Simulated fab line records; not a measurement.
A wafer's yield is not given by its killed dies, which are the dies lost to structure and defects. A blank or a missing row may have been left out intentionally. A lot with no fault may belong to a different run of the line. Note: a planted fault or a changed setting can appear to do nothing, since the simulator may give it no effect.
Which tool was responsible?    flow nand-harc    Sampling: 12 lots, 36 wafers, 5 of 1302 route steps

WHAT EACH GAUGE READ, for each wafer
NHARC_END_SORT_01. Usual: defect-limited-yield 91 % (standard deviation 3.4); killed-at-array 57 (standard deviation 24); killed-at-other 0.7 (standard deviation 0.94); killed-at-periphery 3.8 (standard deviation 2.5); killed-dies 62 (standard deviation 23); killed-open 3.1 (standard deviation 1.8); killed-short 2.5 (standard deviation 1.6).
lot   measured      on         defect-limited-yield (%)  killed-at-array  killed-at-other  killed-at-periphery  killed-dies  killed-open  killed-short  flag
L200  day 30 08:31  prober-02  86 86 89                  84 86 69         0 0 0            8 6 3                92 92 72     4 3 6        4 5 3         
L199  day 30 10:09  prober-01  95 95 96                  27 31 23         1 0 2            6 5 4                34 36 29     4 3 9        2 1 0         

TOOL THAT RAN EACH LOT (tool first, then ch and the chambers of the sampled wafers, then the start)
lot   NHARC_A_M1_DEP_33                NHARC_A_BONDPAD_DESCUM_11           NHARC_A_BONDPAD_ETCH_34             NHARC_A_BONDPAD_PVD_17
L186  pecvd-04 ch 1,2, day 22 21:37    rie-diel-04 ch 1,2,3, day 22 23:32  rie-diel-04 ch 2,3, day 22 23:38    pvd-sputter-02, day 23 00:43
L187  pecvd-01 ch 0,1, day 23 17:24    rie-diel-13 ch 2,3, day 23 19:22    rie-diel-13 ch 0,1,2, day 23 19:28  pvd-sputter-01, day 23 20:26
L188  pecvd-02 ch 0,2, day 23 21:14    rie-diel-03 ch 1,2, day 23 23:11    rie-diel-03 ch 1,3, day 23 23:16    pvd-sputter-03, day 24 00:15
L190  pecvd-02 ch 1,2, day 24 09:07    rie-diel-13 ch 0,3, day 24 10:53    rie-diel-13 ch 1,3, day 24 10:58    pvd-sputter-01, day 24 11:57
L197  pecvd-02 ch 0,2, day 28 11:55    rie-diel-04 ch 0,2, day 28 13:49    rie-diel-04 ch 0,2,3, day 28 13:55  pvd-sputter-02, day 28 14:53
L200  pecvd-01 ch 0,1, day 28 21:07    rie-diel-04 ch 0,1, day 28 22:56    rie-diel-04 ch 0,2, day 28 23:01    pvd-sputter-02, day 29 00:02
L199  pecvd-02 ch 0,1, day 29 00:49    rie-diel-13 ch 2,3, day 29 02:41    rie-diel-13 ch 2,3, day 29 02:47    pvd-sputter-03, day 29 03:49
L204  pecvd-02 ch 0,2, day 30 13:12    rie-diel-03 ch 2,3, day 30 15:08    rie-diel-03 ch 1,2,3, day 30 15:17  pvd-sputter-01, day 30 16:15
L206  pecvd-02 ch 0,1, day 31 09:57    rie-diel-04 ch 0,1,2, day 31 11:47  rie-diel-04 ch 0,1,3, day 31 11:52  pvd-sputter-01, day 31 12:55
L207  pecvd-02 ch 0,1,2, day 31 23:47  rie-diel-03 ch 0,3, day 32 01:38    rie-diel-03 ch 0,3, day 32 01:43    pvd-sputter-03, day 32 02:42
L208  pecvd-01 ch 0,1,2, day 32 03:40  rie-diel-04 ch 2,3, day 32 05:29    rie-diel-04 ch 0,2, day 32 05:35    pvd-sputter-02, day 32 06:32
L209  pecvd-04 ch 0,1,2, day 32 06:46  rie-diel-04 ch 1,3, day 32 08:38    rie-diel-04 ch 1,2, day 32 08:43    pvd-sputter-01, day 32 09:41
- NHARC_A_M1_DEP_33: deposits SiCN, target thk 30 nm.
- NHARC_A_BONDPAD_DESCUM_11: chemistry O2, time 3 s.
- NHARC_A_BONDPAD_ETCH_34: etches the open film in N2/H2, target depth 60 nm, overetch 18 nm, time 65.91 s.
- NHARC_A_BONDPAD_PVD_17: deposits TaN, target thk 5 nm, time 8.06 s.

AS READ BY THE TOOLS THEMSELVES (means over the sampled wafers that have a number; for cases with no such wafer, the mark the record gives instead)
NHARC_A_M1_DEP_33. Usual: heater-power-w 617 W, standard deviation 62; susceptor-temp-C 370.00 C, standard deviation 0.21.
lot   tool      heater-power-w (W)  susceptor-temp-C (C)  flag
L186  pecvd-04  613                 369.85                
L187  pecvd-01  521                 369.86                
L188  pecvd-02  588                 369.68                
L190  pecvd-02  615                 369.91                
L197  pecvd-02  665                 369.91                
L200  pecvd-01  486                 370.04                
L199  pecvd-02  600                 369.91                
L204  pecvd-02  616                 369.89                
L206  pecvd-02  570                 369.93                
L207  pecvd-02  632                 369.95                
L208  pecvd-01  561                 370.24                
L209  pecvd-04  609                 369.91                

NHARC_A_BONDPAD_DESCUM_11. Usual: drypump-motor-current-A 5.6 A, standard deviation 0.58; oes-product-au 0.998 a.u., standard deviation 0.0066; rf-vpp-V 57.9 V, standard deviation 0.89; showerhead-plenum-p-Torr 1.91 Torr, standard deviation 0.092; throttle-valve-pct 11.312 %, standard deviation 0.0088.
lot   tool         drypump-motor-current-A (A)  oes-product-au (a.u.)  rf-vpp-V (V)  showerhead-plenum-p-Torr (Torr)  throttle-valve-pct (%)  flag
L186  rie-diel-04  5.7                          0.997                  57.8          1.92                             11.308                  
L187  rie-diel-13  5.3                          0.990                  57.1          1.85                             11.309                  
L188  rie-diel-03  6.0                          1.010                  58.7          1.95                             11.320                  
L190  rie-diel-13  5.6                          0.993                  59.0          1.83                             11.312                  
L197  rie-diel-04  5.4                          0.994                  58.6          2.00                             11.314                  
L200  rie-diel-04  5.0                          0.997                  57.3          1.92                             11.328                  
L199  rie-diel-13  5.2                          0.992                  57.2          1.82                             11.312                  
L204  rie-diel-03  6.1                          1.004                  57.7          1.88                             11.310                  
L206  rie-diel-04  5.5                          0.999                  57.8          1.94                             11.318                  
L207  rie-diel-03  5.7                          0.993                  57.1          1.91                             11.324                  
L208  rie-diel-04  6.2                          1.005                  57.8          2.00                             11.312                  
L209  rie-diel-04  5.3                          0.999                  57.3          1.84                             11.315                  

NHARC_A_BONDPAD_ETCH_34. Usual: bias-w 150.0 W, standard deviation 0.44; drypump-motor-current-A 5.6 A, standard deviation 0.58; oes-product-au 0.999 a.u., standard deviation 0.0071; rf-vpp-V 430.4 V, standard deviation 2.9; showerhead-plenum-p-Torr 2.04 Torr, standard deviation 0.099; throttle-valve-pct 14.171 %, standard deviation 0.0084.
lot   tool         bias-w (W)  drypump-motor-current-A (A)  oes-product-au (a.u.)  rf-vpp-V (V)  showerhead-plenum-p-Torr (Torr)  throttle-valve-pct (%)  flag
L186  rie-diel-04  149.7       6.2                          1.003                  433.3         2.13                             14.181                  
L187  rie-diel-13  149.9       5.6                          0.998                  430.2         2.03                             14.178                  
L188  rie-diel-03  149.7       5.7                          1.003                  429.6         2.02                             14.169                  
L190  rie-diel-13  149.8       5.3                          0.995                  432.1         2.08                             14.163                  
L197  rie-diel-04  149.8       5.7                          0.998                  431.7         2.10                             14.167                  
L200  rie-diel-04  150.1       5.4                          0.991                  433.2         2.13                             14.170                  
L199  rie-diel-13  150.2       5.2                          0.989                  427.9         1.93                             14.176                  
L204  rie-diel-03  149.8       5.8                          1.012                  431.4         2.04                             14.176                  
L206  rie-diel-04  150.4       5.2                          0.999                  429.4         2.01                             14.167                  
L207  rie-diel-03  150.0       5.7                          1.007                  430.3         2.04                             14.172                  
L208  rie-diel-04  150.0       6.0                          0.995                  433.7         2.16                             14.169                  
L209  rie-diel-04  150.3       5.6                          0.998                  429.7         2.01                             14.175                  

NHARC_A_BONDPAD_PVD_17. Usual: throttle-valve-pct 30.2 %, standard deviation 1.4.
lot   tool            throttle-valve-pct (%)  flag
L186  pvd-sputter-02  31.5                    
L187  pvd-sputter-01  31.7                    
L188  pvd-sputter-03  29.5                    
L190  pvd-sputter-01  30.8                    
L197  pvd-sputter-02  31.1                    
L200  pvd-sputter-02  30.8                    
L199  pvd-sputter-03  29.8                    
L204  pvd-sputter-01  31.4                    
L206  pvd-sputter-01  30.9                    
L207  pvd-sputter-03  29.2                    
L208  pvd-sputter-02  29.7                    
L209  pvd-sputter-01  31.7                    

THE ANSWER, worked out from the rows above alone
Rule: take the mean of a lot's wafers that have a number; if it is more than 3 standard deviations from the usual mean, the lot is off. A lot without any number at a reading at which 4 lots or more have one is off too. All remaining lots with rows at the step are treated as sound. The gauges are gone through in route order, then the tools' own readings, and for those a lot's mean is taken as printed above. At the first step where some lot is off, the reading lying furthest off is the one used; lots without a number count as furthest.
Nothing can be told from this: no lot is off at any reading shown.

WHAT HAD BEEN PUT IN BY THE SIMULATOR
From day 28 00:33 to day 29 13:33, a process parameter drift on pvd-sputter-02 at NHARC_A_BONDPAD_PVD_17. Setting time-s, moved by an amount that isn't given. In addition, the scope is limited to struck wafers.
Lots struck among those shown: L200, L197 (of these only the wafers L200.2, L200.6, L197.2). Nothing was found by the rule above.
